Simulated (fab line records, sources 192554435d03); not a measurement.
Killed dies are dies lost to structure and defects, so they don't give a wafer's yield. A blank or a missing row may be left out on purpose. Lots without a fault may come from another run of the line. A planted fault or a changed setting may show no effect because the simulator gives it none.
Chamber matching | flow n5_finfet | N5_FIN_SAQP_DESCUM_21 on rie_diel-05: 4 sister chambers
The step chemistry O2, time 7.9 s. 24 wafers are shown with their chamber, then 12 later ones without.

WAFERS WITH THEIR CHAMBER
wafer  | chamber | drypump_motor_current_A (A) | showerhead_plenum_p_Torr (Torr) | oes_product_au (a.u.)
L074.1 | 1       | 5.5                         | 2.19                            | 0.76
L074.2 | 2       | 5.5                         | 2.15                            | 0.69
L074.3 | 0       | 5.6                         | 1.97                            | 0.69
L074.4 | 2       | 5.5                         | 2.15                            | 0.69
L074.5 | 1       | 5.5                         | 2.19                            | 0.76
L074.6 | 0       | 5.6                         | 1.97                            | 0.70
L076.1 | 1       | 5.5                         | 2.19                            | 0.75
L076.3 | 3       | 5.8                         | 2.06                            | 0.95
L076.5 | 1       | 5.5                         | 2.19                            | 0.75
L078.1 | 3       | 5.8                         | 2.06                            | 0.93
L078.3 | 1       | 5.5                         | 2.19                            | 0.75
L078.5 | 1       | 5.5                         | 2.19                            | 0.75
L079.1 | 2       | 5.5                         | 2.14                            | 0.96
L079.2 | 1       | 5.5                         | 2.19                            | 0.74
L079.3 | 3       | 5.8                         | 2.06                            | 0.93
L079.4 | 1       | 5.5                         | 2.19                            | 0.74
L079.5 | 3       | 5.8                         | 2.06                            | 0.93
L079.6 | 2       | 5.5                         | 2.14                            | 0.95
L084.4 | 0       | 5.6                         | 2.23                            | 0.94
L084.5 | 2       | 5.5                         | 2.14                            | 0.93
L084.6 | 1       | 5.5                         | 2.18                            | 0.73
L085.2 | 0       | 5.6                         | 2.23                            | 0.92
L085.4 | 2       | 5.5                         | 2.14                            | 0.91
L085.5 | 0       | 5.7                         | 2.23                            | 0.93

SIGNATURES (means of the wafers above)
reading                  | chamber 0 | chamber 1 | chamber 2 | chamber 3 | scatter within a chamber
drypump_motor_current_A  | 5.620     | 5.500     | 5.500     | 5.800     | 0.02
showerhead_plenum_p_Torr | 2.1260    | 2.1889    | 2.1433    | 2.0600    | 0.0638
oes_product_au           | 0.8360    | 0.7478    | 0.8550    | 0.9350    | 0.0868
Rule: a wafer's distance from a chamber is the root of the sum, over the readings, of the square of ((its reading less the chamber's mean) divided by the reading's scatter). The wafer belongs to the nearest chamber; if the next one is less than 2 further off, it can't be placed. The scatter: the root of (the sum of the squares of (reading less its chamber's mean) over the shown wafers, divided by (wafers less chambers)).

WAFERS WITHOUT THEIR CHAMBER
wafer  | drypump_motor_current_A (A) | showerhead_plenum_p_Torr (Torr) | oes_product_au (a.u.)
L090.3 | 5.5                         | 2.18                            | 0.73
L090.4 | 5.5                         | 2.13                            | 0.89
L090.6 | 5.5                         | 2.18                            | 0.73
L095.1 | 5.8                         | 2.05                            | 0.86
L095.4 | 5.5                         | 2.17                            | 0.71
L095.5 | 5.7                         | 2.22                            | 0.87
L097.1 | 5.6                         | 2.22                            | 0.88
L097.2 | 5.8                         | 2.05                            | 0.85
L097.3 | 5.5                         | 2.17                            | 0.72
L097.4 | 5.5                         | 2.13                            | 0.86
L097.5 | 5.8                         | 2.05                            | 0.86
L097.6 | 5.6                         | 2.22                            | 0.88

WHICH CHAMBER EACH WENT THROUGH
wafer  | from the rows above     | in truth
L090.3 | can't be placed: 1 or 2 | 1
L090.4 | can't be placed: 2 or 1 | 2
L090.6 | can't be placed: 1 or 2 | 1
L095.1 | 3                       | 3
L095.4 | can't be placed: 1 or 2 | 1
L095.5 | can't be placed: 0 or 3 | 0
L097.1 | 0                       | 0
L097.2 | 3                       | 3
L097.3 | can't be placed: 1 or 2 | 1
L097.4 | can't be placed: 2 or 1 | 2
L097.5 | 3                       | 3
L097.6 | 0                       | 0
Placed correctly: 5 of 12. Can't be placed from these rows: 7 (the true chamber is among the candidates in 7). Placed wrongly: 0.
